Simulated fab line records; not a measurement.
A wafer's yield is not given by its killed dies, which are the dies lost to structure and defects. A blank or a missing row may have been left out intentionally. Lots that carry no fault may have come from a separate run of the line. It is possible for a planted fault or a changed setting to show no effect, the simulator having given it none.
Matching of chambers | flow n5Finfet | pecvd-03 running N5_BEOL_M11_ILD_DEP_00: 3 sister chambers
The step deposits SiCOH lowk from DEMS/porogen, target thk 308.51 nm, time 58 s. 14 wafers are shown with their chamber, then 7 later ones without.

## EACH WAFER AND ITS CHAMBER
wafer  | chamber | heaterPowerW (W) | showerheadPlenumPTorr (Torr) | throttleValvePct (%)
L077.1 | 0       | 244              | 5.762                        | 13.8
L077.3 | 2       | 368              | 5.732                        | 13.6
L077.5 | 1       | 260              | 5.755                        | 14.3
L084.3 | 0       | 234              | 5.761                        | 13.9
L084.5 | 1       | 265              | 5.762                        | 13.8
L084.6 | 2       | 369              | 5.737                        | 13.5
L085.2 | 0       | 252              | 5.748                        | 13.6
L085.4 | 0       | 260              | 5.751                        | 13.6
L085.6 | 2       | 374              | 5.753                        | 13.8
L086.1 | 2       | 337              | 5.735                        | 13.6
L086.2 | 1       | 250              | 5.762                        | 14.2
L086.4 | 0       | 275              | 5.764                        | 14.0
L088.2 | 2       | 379              | 5.736                        | 13.5
L088.3 | 0       | 282              | 5.759                        | 13.8

SIGNATURES (averages over the wafers above)
reading               | chamber 0 | chamber 1 | chamber 2 | scatter within a chamber
heaterPowerW          | 257.83    | 258.33    | 365.40    | 16.2
showerheadPlenumPTorr | 5.75750   | 5.75967   | 5.73860   | 0.00684
throttleValvePct      | 13.783    | 14.100    | 13.600    | 0.173
Rule: for a wafer and a chamber, the distance is found by dividing, reading by reading, the gap between the wafer's reading and the chamber's mean by the reading's scatter, squaring, summing and taking the root. If the next closest chamber is less than 2 further off than the closest, the wafer can't be placed; otherwise it belongs to the closest. How the scatter is found: for the shown wafers, subtract from each reading the mean of its chamber, square and add these, divide the total by (wafers less chambers), then take the root.

## WAFERS MISSING THEIR CHAMBER
wafer  | heaterPowerW (W) | showerheadPlenumPTorr (Torr) | throttleValvePct (%)
L088.5 | 226              | 5.763                        | 13.8
L090.1 | 323              | 5.733                        | 13.5
L090.3 | 267              | 5.765                        | 14.2
L090.6 | 259              | 5.758                        | 13.5
L092.1 | 240              | 5.763                        | 14.2
L092.4 | 256              | 5.779                        | 14.0
L092.6 | 242              | 5.751                        | 14.3

## EACH ONE'S CHAMBER
wafer  | from the rows above     | in truth
L088.5 | can't be placed: 0 or 1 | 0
L090.1 | 2                       | 2
L090.3 | can't be placed: 1 or 0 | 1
L090.6 | can't be placed: 0 or 1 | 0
L092.1 | can't be placed: 1 or 0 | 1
L092.4 | can't be placed: 1 or 0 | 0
L092.6 | can't be placed: 1 or 0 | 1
Correctly placed: 1 of 7. From these rows, 6 cannot be placed; in 6 the true chamber is one of the candidates. Number placed wrongly: 0.
